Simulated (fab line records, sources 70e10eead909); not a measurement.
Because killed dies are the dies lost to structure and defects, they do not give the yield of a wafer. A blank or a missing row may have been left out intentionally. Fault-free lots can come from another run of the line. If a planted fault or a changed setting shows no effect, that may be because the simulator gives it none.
A struck lot beside a sound one | flow nand_harc | 40 out of 1302 route steps
Sound: the wafers L293.3, L293.4, L293.6. Struck: wafers L311.2, L311.4. (L311.1 of the same lot was not struck and is left out.) The cause comes at the end.
Order at every step that has rows: each side's tool, ch and its chambers, its first start. Under that, the readings that differ: sound wafers | struck wafers | difference of the means | sigmas: that difference in standard deviations of wafers without a fault.
alike: words and numbers the same on both sides, and readings whose means are apart by under 2 such deviations; not compared: readings that were withheld, readings missing a value for some wafer, numbers with overlapping values and no deviation given by the record, and bounds like >300 which may hide the same value.
A row with sigmas, a row that says differs or no value, or rows on one side alone: a step with any of these is where the two part. Numbers that don't overlap but have no deviation are shown without sigmas and don't part them. A reading missing from all wafers of one side parts the sides only when that side holds two or more wafers.

first, 2 steps without rows for these wafers: NHARC_THIN_TSV_ETCH_44 (etches the open film in CF4/O2, target depth 1594.2 nm, time 797.1 s); NHARC_THIN_TSV_ETCH_15 (target depth 3000 nm, bosch target overetch cycles 2, bosch etch step 2.8 s).
NHARC_THIN_TSV_CD_MEAS_16:
  struck on cd_sem-02, day 31 10:01; sound on cd_sem-02, day 24 07:48
  alike: cd_nm
then, 4 steps without rows for these wafers: NHARC_THIN_TSV_STRIP_45 (strips in O2); NHARC_THIN_TSV_STRIP_46 (strips in post etch residue remover, time 1200 s); NHARC_THIN_TSV_DEP_47 (deposits SiO2, target thk 200 nm); NHARC_THIN_TSV_ETCHBACK_48 (etches the open film in C4F8/Ar, target depth 1028.5 nm, time 405.17 s).
NHARC_THIN_TSV_STRIP_62: strips in N2/H2, time 20 s.
  sound on plasma_asher-02 ch 0,1, day 24 09:29; struck on plasma_asher-01 ch 0,1, day 31 11:38
  alike: drypump_motor_current_A, heater_power_w
  not compared: rf_hours_counter_h
then, 1 step without rows for these wafers: NHARC_THIN_TSV_DEGAS_49 (time 120 s).
NHARC_THIN_TSV_PRE_CLEAN_50: time 30 s.
  sound on pvd_sputter-01; struck on pvd_sputter-03
  reading              | sound                | struck        | difference | sigmas
  susceptor_temp_C (C) | 279.65 280.05 279.73 | 280.02 280.44 | +0.42      | +2
  alike: heater_power_w
then, 2 steps without rows for these wafers: NHARC_THIN_TSV_PVD_19 (deposits TaN, target thk 20 nm); NHARC_THIN_TSV_PVD_51 (deposits Cu, target thk 100 nm).
NHARC_THIN_TSV_ECD_20: material Cu, target thk 2000 nm.
  sound on ecd_cu-02 ch 0,1, day 24 10:17; struck on ecd_cu-01 ch 0,1, day 31 12:16
then, 3 steps without rows for these wafers: NHARC_THIN_TSV_ANNEAL_52 (time 90 s); NHARC_THIN_TSV_CMP_21 (polishes, t overpolish 30 s, target thk 2000 nm); NHARC_THIN_TSV_SRD_23.
NHARC_THIN_TSV_DEGAS_53: time 60 s.
  struck on pvd_sputter-03, day 31 13:47; sound on pvd_sputter-01, day 24 11:37
  alike: heater_power_w, susceptor_temp_C
then, 11 steps without rows for these wafers: NHARC_THIN_TSV_PRE_CLEAN_54 (time 30 s); NHARC_THIN_TSV_PVD_55 (deposits TiN, target thk 50 nm); NHARC_THIN_TSV_PVD_24 (deposits Al, target thk 800 nm); NHARC_THIN_TSV_DEHYDRATE_25 (time 120 s); NHARC_THIN_TSV_HMDS_26 (time 30 s); NHARC_THIN_TSV_COAT_27; NHARC_THIN_TSV_SOFTBAKE_28 (time 95 s); NHARC_THIN_TSV_EBR_29; NHARC_THIN_TSV_EXPOSE_30 (exposes mask PAD); NHARC_THIN_TSV_PEB_31 (peb time 85 s); NHARC_THIN_TSV_DEVELOP_32 (time 70 s).
NHARC_THIN_TSV_CD_MEAS_33: target cd 5000 nm.
  sound on cd_sem-03 ch 0, day 24 12:46; struck on cd_sem-01 ch 0, day 31 14:56
  alike: cd_nm
then, 2 steps without rows for these wafers: NHARC_THIN_TSV_HARDBAKE_34 (time 80 s); NHARC_THIN_TSV_DESCUM_35 (chemistry O2, time 3 s).
NHARC_THIN_TSV_ETCH_59: etches the open film in Cl2/BCl3, target depth 880 nm, time 138.1 s.
  sound on rie_metal-03 ch 0,1, day 24 13:07; struck on rie_metal-01 ch 0, day 31 15:14
  alike: drypump_motor_current_A, oes_product_au, throttle_valve_pct
  not compared: rf_hours_counter_h
then, 1 step without rows for these wafers: NHARC_THIN_TSV_ETCH_36 (etches the open film in Cl2/BCl3, target depth 65 nm, time 18.571 s).
NHARC_THIN_TSV_STRIP_56: strips in O2.
  sound on plasma_asher-01 ch 0,1, day 24 13:31; struck on plasma_asher-01 ch 0,1, day 31 15:35
  alike: drypump_motor_current_A, heater_power_w
  not compared: rf_hours_counter_h
then, 1 step without rows for these wafers: NHARC_THIN_TSV_STRIP_57 (strips in post etch residue remover, time 1200 s).
NHARC_THIN_TSV_CD_MEAS_37:
  struck on cd_sem-02, day 31 16:23; sound on cd_sem-01, day 24 14:13
  alike: cd_nm
then, 1 step without rows for these wafers: NHARC_THIN_TSV_ANNEAL_58 (time 1800 s).
NHARC_THIN_TSV_INSPECT_40:
  struck on defect_inspect-01, day 31 20:53; sound on defect_inspect-01, day 24 17:36
  alike: raw_defect_count
NHARC_END_WLT_00:
  sound wafers here have rows in the record (prober-01, day 25 02:30); struck ones have none
NHARC_END_SORT_01:
  here the record holds rows for the struck wafers (prober-02 ch 0, day 32 00:46) but none for the sound ones

## WHERE THEY PART
First at NHARC_THIN_TSV_PRE_CLEAN_50; last, within this record, at NHARC_END_SORT_01.

WHY: what had been put in by the simulator
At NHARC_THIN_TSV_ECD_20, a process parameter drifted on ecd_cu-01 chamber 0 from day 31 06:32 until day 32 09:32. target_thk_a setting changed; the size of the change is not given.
